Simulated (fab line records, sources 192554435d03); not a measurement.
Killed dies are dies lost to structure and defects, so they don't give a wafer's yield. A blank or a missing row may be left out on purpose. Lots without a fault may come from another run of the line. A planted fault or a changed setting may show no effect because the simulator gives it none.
Split-lot experiment | flow n5_finfet | 7 lots, 21 wafers read, on a route of 1938 steps

THE SPLIT
At N5_BEOL_M6_COAT_22 (resist thk 30 nm), the setting spin_rpm was moved away from the recipe's 1500 rpm on 8 of the 21 wafers read, by -8.1% to +9.2%. The other wafers ran this setting at the recipe's value.

FROM THE SPLIT TO THE READING: what the file shows between them, 2 steps
- N5_BEOL_M6_EBR_24
- N5_BEOL_M6_SOFTBAKE_23: time 60 s

THE READING
CAR-EUV_of_BEOL_M6_COAT_22.thk_nm (the simulator's own value, which no gauge read), in nm, at N5_BEOL_M6_DESCUM_33 (chemistry O2, time 7 s). The file gives no usual value for it. The 13 wafers here that ran the recipe average 26.2 nm, standard deviation 0.053 nm.

wafer  | tool, chamber at the split | spin_rpm as run, rpm | against the recipe | CAR-EUV_of_BEOL_M6_COAT_22.thk_nm, nm | against lot-mates on the recipe
L075.2 | litho_track-01, 0          | 1500                 | recipe             | 26.2                                  | -
L075.3 | litho_track-01, 0          | 1500                 | recipe             | 26.2                                  | -
L075.6 | litho_track-01, 0          | 1500                 | recipe             | 26.2                                  | -
L076.1 | litho_track-02, 0          | 1587                 | +5.8%              | 25.2                                  | -1.0
L076.3 | litho_track-02, 0          | 1587                 | +5.8%              | 25.2                                  | -1.0
L076.2 | litho_track-02, 0          | 1500                 | recipe             | 26.2                                  | -
L077.1 | litho_track-01, 0          | 1500                 | recipe             | 26.2                                  | -
L077.2 | litho_track-01, 0          | 1379                 | -8.1%              | 27.6                                  | +1.4
L077.3 | litho_track-01, 0          | 1379                 | -8.1%              | 27.6                                  | +1.4
L083.3 | litho_track-01, 0          | 1500                 | recipe             | 26.2                                  | -
L083.4 | litho_track-01, 0          | 1500                 | recipe             | 26.2                                  | -
L083.5 | litho_track-01, 0          | 1500                 | recipe             | 26                                    | -
L085.2 | litho_track-01, 0          | 1500                 | recipe             | 26.2                                  | -
L085.4 | litho_track-01, 0          | 1500                 | recipe             | 26.2                                  | -
L085.6 | litho_track-01, 0          | 1500                 | recipe             | 26.2                                  | -
L092.1 | litho_track-02, 0          | 1500                 | recipe             | 26.2                                  | -
L092.3 | litho_track-02, 0          | 1565                 | +4.3%              | 25.6                                  | -0.6
L092.6 | litho_track-02, 0          | 1565                 | +4.3%              | 25.6                                  | -0.6
L096.3 | litho_track-04, 0          | 1500                 | recipe             | 26.2                                  | -
L096.4 | litho_track-04, 0          | 1638                 | +9.2%              | 24.8                                  | -1.4
L096.5 | litho_track-04, 0          | 1638                 | +9.2%              | 24.8                                  | -1.4

THE FIT
A straight line over all 21 wafers: CAR-EUV_of_BEOL_M6_COAT_22.thk_nm changes by -0.162 nm for each +1% of spin_rpm; r = -1.00; the points scatter about the line by 0.072 nm.
The same after taking each lot's own level away (the mean of its wafers on the recipe; 21 wafers): -0.162 nm for each +1%; r = -1.00; scatter 0.064 nm.
On that fit, the largest move of spin_rpm shifts the reading by 1.5 nm.
The lots' own levels span 26.13 to 26.20 nm, that is 1.3 times the standard deviation above.
So the lot-to-lot level changes the slope little: the two slopes agree.
Check: with one of the wafers moved furthest among these (+9.2%) left out of the fit, the line predicts -1.49 nm for it against its lot-mates. It came out at -1.4 nm against them.

OTHER SPLITS ON THESE WAFERS
These wafers also went through other splits before the reading. Each is held against what the fit with the lots' levels taken away leaves over:
other split on the same wafers | wafers away from the commonest value | r with CAR-EUV_of_BEOL_M6_COAT_22.thk_nm (lot level and that fit taken away)
N5_BEOL_M5_PECVD_70 time_s     | 10                                   | +0.66
N5_BEOL_M5_COAT_60 spin_rpm    | 7                                    | -0.42
N5_BEOL_M5_COAT_05 spin_rpm    | 8                                    | +0.12
N5_BEOL_M6_COAT_71 spin_rpm    | 8                                    | +0.45

THE WHOLE CHAIN: every reading that the file lists as answering this split, in the file's order
step                 | what it does           | reading                                                                            | change (the file's fit)               | r (the file's)
N5_BEOL_M6_COAT_22   | resist thk 30 nm       | CAR-EUV_of_BEOL_M6_COAT_22.thk_nm (the simulator's own value, which no gauge read) | -0.155 nm for each +1% of the setting | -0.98
N5_BEOL_M6_DESCUM_33 | chemistry O2, time 7 s | CAR-EUV_of_BEOL_M6_COAT_22.thk_nm (the simulator's own value, which no gauge read) | -0.161 nm for each +1% of the setting | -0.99

THE FILE'S OWN FIT
CAR-EUV_of_BEOL_M6_COAT_22.thk_nm changes by -0.161 nm for each +1% of spin_rpm, r = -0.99.
